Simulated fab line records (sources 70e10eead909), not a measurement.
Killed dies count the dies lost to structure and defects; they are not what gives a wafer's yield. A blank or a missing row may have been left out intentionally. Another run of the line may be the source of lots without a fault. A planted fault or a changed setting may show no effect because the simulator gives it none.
fab line records    flow nand_harc
record: lots: 12  wafers: 36  last_day: 33
route steps=1302 shown P_CONTACT@246 P_M0@260 END@1302
lots that met no fault: from a run of the same line without faults
start_h: start of the lot's first displayed wafer, in hours after the record's first day    wait_h: hours from the lot's prior step to this one    " identical to the entry in the row above    L1.1+2: several wafers, shown together as one row    - no value, or no start was given    * or withheld: withheld    < > ~ a bound
route shown NAME@n: NAME is a module with steps in the file, n the number in the route of the first one    usual: average and standard deviation across the fault-free wafers    same: alike in all rows    chamber/n: place in a boat    sites: readings site by site    _std_site: the values' standard deviation    _edge_site: the outer-site mean with the inner-site mean subtracted    radius_mm: for every site, how far away it sits from the centre of the wafer    mask NAME#n: copy n    behind: tool/chamber where the wafer was last shaped    hold: what put the lot on hold/how long, in hours/how the hold closed    device: names the non-switching transistor (n, p or np)    end of line: the tests these same wafers got at the end of their route    for a step that has no rows: nothing shown but its recipe    killed: not the wafer's yield, but the dies lost to structure and defects at the first sort    map: shows each die of a wafer: x if killed, . if not, _ if none is there
set.NAME: the setting as run; set.NAME@STEP: as run at that earlier step    model.NAME: the simulator's own value behind a step, which no gauge read
a sample of lots followed through the steps of the route, with each step as a table and each wafer as a row
services: from which hour (start_h, from the record's first day; less than 0 if before it) a tool's chamber was out of use, for how many hours, and why
== steps ==
step: NHARC_P_CONTACT_PVD_32
recipe: target_thk_a: 50  chamber_pressure_pa: 5  power_w: 5000  substrate_temp_c: 200  time_s: 17.7  material: Ti
usual: throttle_valve_pct: 30.0/1.2
lot.wafer  tool            chamber  start_h  wait_h  throttle_valve_pct
L771.2     pvd_sputter-02  -        -        -       29.1
L771.3     "               -        "        "       32.3
L771.6     "               -        "        "       32.4
L772.3     pvd_sputter-02  -        -        -       28.7
L772.2     "               -        "        "       29.3
L772.5     "               -        "        "       28.4
L773.4     pvd_sputter-01  -        -        -       30.9
L773.2     "               -        "        "       30.5
L773.6     "               -        "        "       30.9
L775.2     pvd_sputter-01  -        -        -       30.3
L775.6     "               -        "        "       30.6
L775.5     "               -        "        "       30.5
L778.2     pvd_sputter-01  -        -        -       28.5
L778.3     "               -        "        "       31.4
L778.5     "               -        "        "       30.4
L781.4     pvd_sputter-02  -        -        -       32.0
L781.5     "               -        "        "       29.0
L781.6     "               -        "        "       32.0
L787.4     pvd_sputter-02  -        -        -       28.7
L787.3     "               -        "        "       32.2
L787.6     "               -        "        "       29.3
L788.3     pvd_sputter-01  -        -        -       29.7
L788.1     "               -        "        "       29.6
L788.6     "               -        "        "       30.7
L790.2     pvd_sputter-02  -        -        -       28.2
L790.1     "               -        "        "       30.9
L790.6     "               -        "        "       28.5
L792.2     pvd_sputter-02  -        -        -       28.8
L792.4     "               -        "        "       28.2
L792.5     "               -        "        "       29.1
L793.2     pvd_sputter-01  -        -        -       31.3
L793.4     "               -        "        "       31.0
L793.3     "               -        "        "       30.1
L794.3     pvd_sputter-02  -        -        -       28.2
L794.1     "               -        "        "       29.0
L794.6     "               -        "        "       28.3
step: NHARC_P_CONTACT_INSPECT_27
usual: raw_defect_count: 292/140
lot.wafer  tool               chamber  start_h  wait_h  raw_defect_count
L771.2     defect_inspect-02  -        125.80   0.1     856
L771.3     "                  -        "        "       406
L771.6     "                  -        "        "       426
L772.2     defect_inspect-01  -        133.13   0.1     116
L772.3     "                  -        "        "       196
L772.5     "                  -        "        "       187
L773.2     defect_inspect-02  -        137.24   0.1     160
L773.4     "                  -        "        "       232
L773.6     "                  -        "        "       242
L775.2     defect_inspect-01  -        169.68   0.1     230
L775.5     "                  -        "        "       274
L775.6     "                  -        "        "       192
L778.2     defect_inspect-02  -        191.22   0.1     233
L778.3     "                  -        "        "       208
L778.5     "                  -        "        "       227
L781.4     defect_inspect-01  -        221.09   0.1     267
L781.5     "                  -        "        "       353
L781.6     "                  -        "        "       309
L787.3     defect_inspect-01  -        283.21   0.1     201
L787.4     "                  -        "        "       201
L787.6     "                  -        "        "       242
L788.1     defect_inspect-01  -        289.84   0.1     328
L788.3     "                  -        "        "       245
L788.6     "                  -        "        "       201
L790.1     defect_inspect-01  -        312.15   0.1     380
L790.2     "                  -        "        "       331
L790.6     "                  -        "        "       350
L792.2     defect_inspect-01  -        334.53   0.1     224
L792.4     "                  -        "        "       144
L792.5     "                  -        "        "       286
L793.2     defect_inspect-02  -        343.12   0.1     122
L793.3     "                  -        "        "       334
L793.4     "                  -        "        "       223
L794.1     defect_inspect-01  -        354.12   0.1     461
L794.3     "                  -        "        "       299
L794.6     "                  -        "        "       347
step: NHARC_P_M0_EXPOSE_06
recipe: na: 1.35  target_cd_nm: 90  dose_mj: 81.28  mask_id: P_M0
usual: exposure_dose_mJ_cm2: 81.19/0.098
lot.wafer  tool             chamber  start_h  wait_h  mask    exposure_dose_mJ_cm2
L771.2     arfi_scanner-01  0        126.57   -       P_M0#0  81.27
L771.3     "                0        "        "       P_M0#0  81.31
L771.6     "                0        "        "       P_M0#0  81.17
L772.2     arfi_scanner-02  0        133.91   -       P_M0#0  81.42
L772.3     "                0        "        "       P_M0#0  81.37
L772.5     "                0        "        "       P_M0#0  81.40
L773.2     arfi_scanner-03  0        138.00   -       P_M0#0  81.10
L773.4     "                0        "        "       P_M0#0  81.22
L773.6     "                0        "        "       P_M0#0  81.12
L775.2     arfi_scanner-03  0        170.45   -       P_M0#0  81.14
L775.5     "                0        "        "       P_M0#0  81.07
L775.6     "                0        "        "       P_M0#0  81.15
L778.2     arfi_scanner-01  0        191.98   -       P_M0#0  81.17
L778.3     "                0        "        "       P_M0#0  81.27
L778.5     "                0        "        "       P_M0#0  81.12
L781.4     arfi_scanner-03  0        221.88   -       P_M0#0  81.87
L781.5     "                0        "        "       P_M0#0  81.83
L781.6     "                0        "        "       P_M0#0  81.95
L787.3     arfi_scanner-03  0        284.01   -       P_M0#0  81.08
L787.4     "                0        "        "       P_M0#0  81.22
L787.6     "                0        "        "       P_M0#0  81.18
L788.1     arfi_scanner-03  0        290.48   -       P_M0#0  81.04
L788.3     "                0        "        "       P_M0#0  81.11
L788.6     "                0        "        "       P_M0#0  81.18
L790.1     arfi_scanner-03  0        312.91   -       P_M0#0  80.95
L790.2     "                0        "        "       P_M0#0  81.05
L790.6     "                0        "        "       P_M0#0  81.12
L792.2     arfi_scanner-03  0        335.30   -       P_M0#0  81.29
L792.4     "                0        "        "       P_M0#0  81.21
L792.5     "                0        "        "       P_M0#0  81.30
L793.2     arfi_scanner-01  0        344.02   -       P_M0#0  81.24
L793.3     "                0        "        "       P_M0#0  81.31
L793.4     "                0        "        "       P_M0#0  81.21
L794.1     arfi_scanner-03  0        354.89   -       P_M0#0  81.22
L794.3     "                0        "        "       P_M0#0  81.31
L794.6     "                0        "        "       P_M0#0  81.22
step: NHARC_P_M0_CD_MEAS_09
recipe: target_cd_nm: 90  landing_energy_ev: 500
usual: cd_nm: 89.8/0.54
lot.wafer  tool       chamber  start_h  wait_h  cd_nm
L771.2     cd_sem-03  0        126.70   -       91.2
L771.3     "          0        "        "       90.3
L771.6     "          0        "        "       90.7
L772.2     cd_sem-03  0        134.05   -       88.7
L772.3     "          0        "        "       88.6
L772.5     "          0        "        "       89.5
L773.2     cd_sem-03  0        138.14   -       89.5
L773.4     "          0        "        "       89.9
L773.6     "          0        "        "       90.0
L775.2     cd_sem-02  0        170.59   -       89.6
L775.5     "          0        "        "       90.4
L775.6     "          0        "        "       90.0
L778.2     cd_sem-02  0        192.12   -       89.2
L778.3     "          0        "        "       89.7
L778.5     "          0        "        "       89.6
L781.4     cd_sem-01  0        222.01   -       87.4
L781.5     "          0        "        "       89.4
L781.6     "          0        "        "       86.1
L787.3     cd_sem-01  0        284.14   -       89.3
L787.4     "          0        "        "       89.2
L787.6     "          0        "        "       89.9
L788.1     cd_sem-02  0        290.62   -       89.8
L788.3     "          0        "        "       89.9
L788.6     "          0        "        "       88.6
L790.1     cd_sem-01  0        313.05   -       90.7
L790.2     "          0        "        "       89.7
L790.6     "          0        "        "       90.7
L792.2     cd_sem-02  0        335.44   -       90.3
L792.4     "          0        "        "       90.0
L792.5     "          0        "        "       89.9
L793.2     cd_sem-03  0        344.15   -       88.2
L793.3     "          0        "        "       89.3
L793.4     "          0        "        "       89.3
L794.1     cd_sem-03  0        355.03   -       89.7
L794.3     "          0        "        "       90.6
L794.6     "          0        "        "       89.8
step: NHARC_P_M0_ETCH_15
recipe: target_depth_a: 1500  overetch_a: 150  time_s: 82.5  c4f8_flow_sccm: withheld  ar_flow_sccm: 400  rf_w: 600  bias_w: 300  chemistry: C4F8/Ar
usual: oes_product_au: 0.960/0.019  rf_vpp_V: 442.0/2.4
lot.wafer  tool         chamber  start_h  wait_h  oes_product_au  rf_hours_counter_h  rf_vpp_V
L771.3     rie_diel-01  1        -        -       0.943           33                  435.5
L771.2     "            0        "        "       0.959           33                  440.0
L771.6     "            1        "        "       0.953           -                   436.5
L772.2     rie_diel-08  0        -        -       0.977           16                  440.8
L772.3     "            2        "        "       0.967           19                  445.5
L772.5     "            1        "        "       0.968           -                   440.6
L773.4     rie_diel-08  2        -        -       0.987           20                  444.4
L773.2     "            3        "        "       0.988           17                  444.0
L773.6     "            2        "        "       0.985           -                   443.1
L775.2     rie_diel-08  0        -        -       0.927           23                  439.2
L775.5     "            1        "        "       0.933           -                   440.7
L775.6     "            2        "        "       0.936           -                   443.7
L778.2     rie_diel-01  1        -        -       0.923           53                  436.3
L778.3     "            2        "        "       0.922           59                  442.2
L778.5     "            0        "        "       0.921           -                   441.0
L781.4     rie_diel-08  1        -        -       0.989           7                   439.4
L781.5     "            1        "        "       0.988           -                   439.9
L781.6     "            2        "        "       0.976           -                   444.0
L787.4     rie_diel-08  2        -        -       0.954           16                  444.3
L787.3     "            1        "        "       0.949           17                  440.2
L787.6     "            3        "        "       0.955           -                   444.6
L788.3     rie_diel-01  1        -        -       0.959           26                  446.5
L788.1     "            2        "        "       0.952           30                  442.5
L788.6     "            2        "        "       0.954           -                   442.2
L790.2     rie_diel-08  1        -        -       0.992           22                  438.3
L790.1     "            2        "        "       0.982           22                  445.0
L790.6     "            1        "        "       0.997           -                   440.1
L792.2     rie_diel-08  3        -        -       0.952           24                  443.7
L792.4     "            2        "        "       0.983           22                  445.5
L792.5     "            3        "        "       0.965           -                   445.5
L793.4     rie_diel-08  1        -        -       0.970           23                  439.5
L793.3     "            2        "        "       0.966           23                  442.8
L793.2     "            3        "        "       0.950           25                  443.0
L794.3     rie_diel-08  3        -        -       0.967           27                  444.6
L794.1     "            2        "        "       0.979           25                  442.7
L794.6     "            3        "        "       0.959           -                   443.4
step: NHARC_END_SORT_01
recipe: temp_c: 25
usual: defect_limited_yield: 90/3.3  killed_at_array: 61/22  killed_at_other: 0.8/1  killed_at_periphery: 3.8/2.3  killed_dies: 66/22  killed_open: 3.2/1.9  killed_short: 2.8/1.8
same: gross_dies: 677
lot.wafer  tool       chamber  start_h  wait_h  defect_limited_yield[%]  killed_at_array  killed_at_other  killed_at_periphery  killed_dies  killed_open  killed_short
L775.2     prober-02  0        609.28   2.8     90                       66               0                1                    67           1            3
L775.5     prober-02  0        611.68   3.7     89                       72               0                4                    76           2            3
L775.6     prober-02  0        612.48   4.0     87                       81               0                5                    86           2            1
L778.2     prober-02  0        640.28   2.8     94                       33               2                4                    39           4            3
L778.3     prober-02  0        641.08   3.1     94                       39               2                3                    44           2            4
L778.5     prober-02  0        642.66   3.7     95                       29               1                2                    32           5            1
L781.4     prober-01  0        654.54   3.4     91                       60               1                2                    63           0            3
L781.5     prober-01  0        655.35   3.7     92                       55               0                2                    57           1            4
L781.6     prober-01  0        656.15   4.0     92                       54               1                1                    56           0            2
L787.3     prober-01  0        731.28   3.1     84                       102              3                3                    108          7            2
L787.4     prober-01  0        732.09   3.4     86                       91               2                3                    96           0            2
L787.6     prober-01  0        733.70   4.0     86                       81               4                8                    93           7            5
L792.2     prober-02  0        777.11   2.8     90                       62               0                3                    65           5            0
L792.4     prober-02  0        778.72   3.4     89                       69               0                4                    73           3            1
L792.5     prober-02  0        779.52   3.7     91                       59               1                4                    64           4            4
L794.1     prober-01  0        798.72   2.5     94                       37               1                4                    42           5            5
L794.3     prober-01  0        800.33   3.1     92                       40               3                8                    51           5            7
L794.6     prober-01  0        802.74   4.0     93                       42               1                5                    48           4            4
L793.2     prober-02  0        799.53   2.8     93                       49               0                1                    50           3            4
L793.3     prober-02  0        800.32   3.1     93                       42               0                6                    48           6            2
L793.4     prober-02  0        801.11   3.4     93                       44               1                1                    46           2            4
killed by level:class
L775.2 A_CHANNEL_HOLE_D1:chamber_film_flake=29 A_SLIT:chamber_film_flake=14 A_SGD_CUT:chamber_film_flake=8 A_CHANNEL_HOLE_D2:chamber_film_flake=5 A_CONTACT:chamber_film_flake=4 A_DECK1_JOINT:geometric_particle:short=2 A_CONTACT:geometric_particle:open=1 A_M0:geometric_particle:short=1
L775.5 A_CHANNEL_HOLE_D1:chamber_film_flake=31 A_SLIT:chamber_film_flake=24 A_CHANNEL_HOLE_D2:chamber_film_flake=8 A_SGD_CUT:chamber_film_flake=4 P_M0:geometric_particle:short=1 P_M1:geometric_particle:open=1 A_SGD_CUT:geometric_particle:short=1 A_WL_FILL:geometric_particle:short=1
L775.6 A_CHANNEL_HOLE_D1:chamber_film_flake=35 A_SLIT:chamber_film_flake=24 A_CHANNEL_HOLE_D2:chamber_film_flake=9 A_STAIRCASE:chamber_film_flake=4 P_M1:chamber_film_flake=3 A_SGD_CUT:chamber_film_flake=3 P_STI:chamber_film_flake=2 A_DECK1_JOINT:geometric_particle:short=1
L778.2 A_CHANNEL_HOLE_D2:chamber_film_flake=12 A_CONTACT:chamber_film_flake=7 A_CHANNEL_HOLE_D1:chamber_film_flake=5 P_CONTACT:geometric_particle:open=2 A_CHANNEL_FILL_D1:geometric_particle:short=2 A_M0:chamber_film_flake=2 A_BONDPAD:chamber_film_flake=2 THIN_TSV:chamber_film_flake=2
L778.3 A_CHANNEL_HOLE_D2:chamber_film_flake=17 A_CONTACT:chamber_film_flake=8 A_CHANNEL_HOLE_D1:chamber_film_flake=3 A_BONDPAD:chamber_film_flake=3 A_CHANNEL_FILL_D1:geometric_particle:short=2 A_STAIRCASE:chamber_film_flake=2 P_CONTACT:geometric_particle:open=1 P_M1:geometric_particle:short=1
L778.5 A_CHANNEL_HOLE_D2:chamber_film_flake=7 A_CHANNEL_HOLE_D1:chamber_film_flake=4 A_CONTACT:chamber_film_flake=4 A_SLIT:chamber_film_flake=3 A_ONON_D1:geometric_particle:open=2 A_STAIRCASE:chamber_film_flake=2 A_WL_FILL:chamber_film_flake=2 A_M0:chamber_film_flake=2
L781.4 A_CHANNEL_HOLE_D1:chamber_film_flake=38 A_STAIRCASE:chamber_film_flake=8 A_CONTACT:chamber_film_flake=4 A_WL_FILL:geometric_particle:short=2 P_GATE:chamber_film_flake=2 A_CHANNEL_HOLE_D2:unspecified=2 A_CHANNEL_FILL_D2:chamber_film_flake=2 A_SLIT:chamber_film_flake=2
L781.5 A_CHANNEL_HOLE_D1:chamber_film_flake=30 A_STAIRCASE:chamber_film_flake=6 A_SLIT:chamber_film_flake=6 A_CHANNEL_HOLE_D2:unspecified=4 A_CHANNEL_HOLE_D2:geometric_particle:short=2 P_GATE:chamber_film_flake=2 A_CHANNEL_FILL_D2:chamber_film_flake=2 A_CHANNEL_HOLE_D1:geometric_particle:short=1
L781.6 A_CHANNEL_HOLE_D1:chamber_film_flake=33 A_STAIRCASE:chamber_film_flake=9 A_CHANNEL_HOLE_D2:unspecified=5 A_CHANNEL_FILL_D2:chamber_film_flake=3 A_SLIT:chamber_film_flake=2 A_CHANNEL_HOLE_D1:geometric_particle:short=1 A_SGD_CUT:geometric_particle:short=1 P_GATE:chamber_film_flake=1
L787.3 A_SLIT:chamber_film_flake=37 A_CHANNEL_HOLE_D1:chamber_film_flake=36 A_CHANNEL_HOLE_D2:chamber_film_flake=13 THIN_TSV:chamber_film_flake=3 A_BLC:geometric_particle:open=2 P_CONTACT:chamber_film_flake=2 A_CONTACT:chamber_film_flake=2 A_BLC:chamber_film_flake=2
L787.4 A_CHANNEL_HOLE_D2:chamber_film_flake=32 A_CHANNEL_HOLE_D1:chamber_film_flake=31 A_SLIT:chamber_film_flake=18 A_CONTACT:chamber_film_flake=3 A_BLC:chamber_film_flake=3 THIN_TSV:chamber_film_flake=2 A_CHANNEL_FILL_D2:geometric_particle:short=1 A_SGD_CUT:geometric_particle:short=1
L787.6 A_CHANNEL_HOLE_D1:chamber_film_flake=35 A_SLIT:chamber_film_flake=20 A_CHANNEL_HOLE_D2:chamber_film_flake=7 THIN_TSV:chamber_film_flake=4 A_CONTACT:chamber_film_flake=3 P_M0:geometric_particle:open=2 A_SGD_CUT:geometric_particle:short=2 P_ZERO_WELL:chamber_film_flake=2
L792.2 A_SLIT:chamber_film_flake=31 A_CHANNEL_HOLE_D1:chamber_film_flake=11 A_CONTACT:chamber_film_flake=8 A_CHANNEL_FILL_D2:chamber_film_flake=3 A_STAIRCASE:chamber_film_flake=2 P_M1:chamber_film_flake=2 P_GATE:geometric_particle:open=1 A_CHANNEL_HOLE_D1:geometric_particle:open=1
L792.4 A_SLIT:chamber_film_flake=35 A_CONTACT:chamber_film_flake=13 A_CHANNEL_HOLE_D1:chamber_film_flake=12 A_DECK1_JOINT:chamber_film_flake=3 P_GATE:chamber_film_flake=2 P_M1:chamber_film_flake=2 A_SOURCE_PLATE:geometric_particle:open=1 A_CHANNEL_FILL_D1:geometric_particle:open=1
L792.5 A_CHANNEL_HOLE_D1:chamber_film_flake=22 A_SLIT:chamber_film_flake=19 A_CONTACT:chamber_film_flake=7 A_WL_FILL:geometric_particle:short=3 P_GATE:geometric_particle:short=1 A_SOURCE_PLATE:geometric_particle:open=1 A_WL_FILL:geometric_particle:open=1 A_BLC:geometric_particle:open=1
L794.1 A_CHANNEL_HOLE_D1:chamber_film_flake=10 A_SLIT:chamber_film_flake=10 A_CONTACT:chamber_film_flake=5 A_CHANNEL_HOLE_D2:chamber_film_flake=2 P_GATE:geometric_particle:open=1 P_GATE:geometric_particle:short=1 A_SOURCE_PLATE:geometric_particle:short=1 A_ONON_D1:geometric_particle:short=1
L793.2 A_SLIT:chamber_film_flake=17 A_CHANNEL_HOLE_D1:chamber_film_flake=14 A_CONTACT:chamber_film_flake=5 A_SGD_CUT:chamber_film_flake=4 A_DECK1_JOINT:geometric_particle:short=2 P_CONTACT:geometric_particle:open=1 A_CHANNEL_FILL_D1:geometric_particle:open=1 A_ONON_D2:geometric_particle:short=1
L793.3 A_SLIT:chamber_film_flake=17 A_CHANNEL_HOLE_D1:chamber_film_flake=11 P_STI:chamber_film_flake=3 A_SGD_CUT:chamber_film_flake=3 A_CHANNEL_FILL_D1:geometric_particle:open=2 A_CONTACT:chamber_film_flake=2 P_CONTACT:geometric_particle:open=1 P_M2:geometric_particle:short=1
L794.3 A_CHANNEL_HOLE_D1:chamber_film_flake=15 A_SLIT:chamber_film_flake=9 A_CONTACT:chamber_film_flake=7 P_GATE:chamber_film_flake=4 A_SOURCE_PLATE:geometric_particle:short=2 THIN_TSV:chamber_film_flake=2 P_GATE:geometric_particle:open=1 P_M0:geometric_particle:open=1
L793.4 A_SLIT:chamber_film_flake=22 A_CHANNEL_HOLE_D1:chamber_film_flake=14 A_CONTACT:chamber_film_flake=3 P_M1:geometric_particle:open=1 A_ONON_D1:geometric_particle:short=1 A_CHANNEL_FILL_D1:geometric_particle:short=1 A_CHANNEL_FILL_D2:geometric_particle:short=1 A_CHANNEL_FILL_D2:geometric_particle:open=1
L794.6 A_CHANNEL_HOLE_D1:chamber_film_flake=20 A_SLIT:chamber_film_flake=9 A_CONTACT:chamber_film_flake=7 A_ONON_D1:geometric_particle:short=3 P_CONTACT:geometric_particle:open=2 P_M2:geometric_particle:open=1 A_CHANNEL_FILL_D2:geometric_particle:short=1 A_SLIT:geometric_particle:open=1
== services ==
tool             chamber  start_h  hours  kind
pvd_sputter-02   -        104.09   10.0   pm
arfi_scanner-02  -        107.51   0.9    repair
arfi_scanner-02  -        126.71   0.9    repair
rie_diel-01      1        138.30   14.6   repair
arfi_scanner-02  -        140.00   4.0    pm
arfi_scanner-03  -        157.39   3.9    repair
rie_diel-08      0        174.86   7.6    repair
rie_diel-08      -        191.55   9.0    pm
arfi_scanner-03  -        196.00   4.0    pm
rie_diel-08      0        204.61   9.4    repair
rie_diel-01      -        206.51   9.0    pm
arfi_scanner-03  -        225.28   0.3    repair
pvd_sputter-01   -        226.00   10.0   pm
pvd_sputter-02   -        239.32   1.3    repair
arfi_scanner-02  -        242.33   0.2    repair
arfi_scanner-03  -        250.52   5.9    repair
arfi_scanner-01  -        252.00   4.0    pm
pvd_sputter-01   -        267.30   2.8    repair
pvd_sputter-02   -        282.09   10.0   pm
rie_diel-01      3        306.00   3.1    repair
arfi_scanner-01  -        315.71   0.5    repair
rie_diel-08      1        318.78   7.6    repair
arfi_scanner-01  -        323.58   1.2    repair
rie_diel-01      0        335.22   2.6    repair
== key ==
first_sign: step: NHARC_P_M0_EXPOSE_06  reading: exposure_dose_mJ_cm2  direction: up  sigmas: 7  usual: 81.19  struck: 81.88
effect: step: NHARC_P_M0_CD_MEAS_09  reading: cd_nm  direction: down  sigmas: 4.1  usual: 89.8  struck: 87.6  wafers_moved: 2  through: control_loop
met_at NHARC_P_M0_EXPOSE_06
struck_lots L781
loop_trim: step: NHARC_P_M0_EXPOSE_06  setting: dose  lots: L781
not_acting_at NHARC_P_CONTACT_PVD_32,NHARC_P_CONTACT_INSPECT_27,NHARC_P_M0_ETCH_15
onset_between 170.45 221.88
fault: kind: process_parameter_drift  tool: arfi_scanner-03  chamber: -  onset_h: 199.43  steps: NHARC_P_M0_EXPOSE_06  channel: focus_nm  offset: 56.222  spread_by_wafer: 0.3  shape: step  end_h: 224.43
loop_trim: a control loop set the setting to another value than it would have without faults
